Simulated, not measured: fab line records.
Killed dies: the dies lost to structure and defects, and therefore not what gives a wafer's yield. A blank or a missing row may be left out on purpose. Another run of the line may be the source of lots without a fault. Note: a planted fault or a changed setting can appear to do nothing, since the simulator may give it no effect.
Chamber matching    flow n5Finfet    N5_BEOL_M9_STRIP_67 on rieDiel-03: 4 sister chambers
The step strips in CF4. 18 wafers are shown with their chamber, then 9 later ones without.

== EACH WAFER AND ITS CHAMBER ==
wafer   chamber  drypumpMotorCurrentA (A)  throttleValvePct (%)  showerheadPlenumPTorr (Torr)
L074.1  1        5.1                       13.34                 1.81
L074.2  0        6.2                       13.20                 1.76
L074.3  2        5.7                       13.49                 1.86
L074.4  3        5.5                       13.83                 1.79
L074.5  1        5.1                       13.35                 1.81
L074.6  0        6.2                       13.21                 1.76
L075.4  2        5.8                       13.50                 1.86
L075.5  1        5.1                       13.35                 1.80
L075.6  0        6.2                       13.20                 1.76
L089.3  2        5.7                       13.55                 1.85
L089.4  0        6.3                       13.27                 1.75
L089.5  0        6.2                       13.26                 1.75
L087.2  3        5.4                       13.89                 1.78
L087.4  0        6.2                       13.29                 1.75
L087.5  2        5.7                       13.55                 1.85
L094.1  2        5.7                       13.57                 1.84
L094.2  1        5.1                       13.44                 1.79
L094.3  3        5.4                       13.92                 1.78

SIGNATURES (averages over the wafers above)
reading                chamber 0  chamber 1  chamber 2  chamber 3  scatter within a chamber
drypumpMotorCurrentA   6.217      5.100      5.720      5.433      0.0405
throttleValvePct       13.2383    13.3700    13.5320    13.8800    0.041
showerheadPlenumPTorr  1.7550     1.8025     1.8520     1.7833     0.00742
Rule: a wafer's distance from a chamber is the root of the sum, over the readings, of the square of ((its reading less the chamber's mean) divided by the reading's scatter). If the next closest chamber is less than 2 further off than the closest, the wafer can't be placed; otherwise it belongs to the closest. How the scatter is found: for the shown wafers, subtract from each reading the mean of its chamber, square and add these, divide the total by (wafers less chambers), then take the root.

== WAFERS WITH NO CHAMBER GIVEN ==
wafer   drypumpMotorCurrentA (A)  throttleValvePct (%)  showerheadPlenumPTorr (Torr)
L095.1  6.2                       13.30                 1.75
L095.2  5.8                       13.57                 1.84
L095.3  5.4                       13.93                 1.78
L095.4  5.1                       13.43                 1.79
L095.5  5.4                       13.93                 1.78
L095.6  5.8                       13.58                 1.85
L097.1  5.5                       13.93                 1.77
L097.3  5.7                       13.58                 1.84
L097.6  5.1                       13.46                 1.79

== CHAMBER TAKEN BY EACH ==
wafer   from the rows above  in truth
L095.1  0                    0
L095.2  2                    2
L095.3  3                    3
L095.4  1                    1
L095.5  3                    3
L095.6  2                    2
L097.1  3                    3
L097.3  2                    2
L097.6  1                    1
Correctly placed: 9 of 9. Number that these rows cannot place: 0. Placed wrongly: 0.
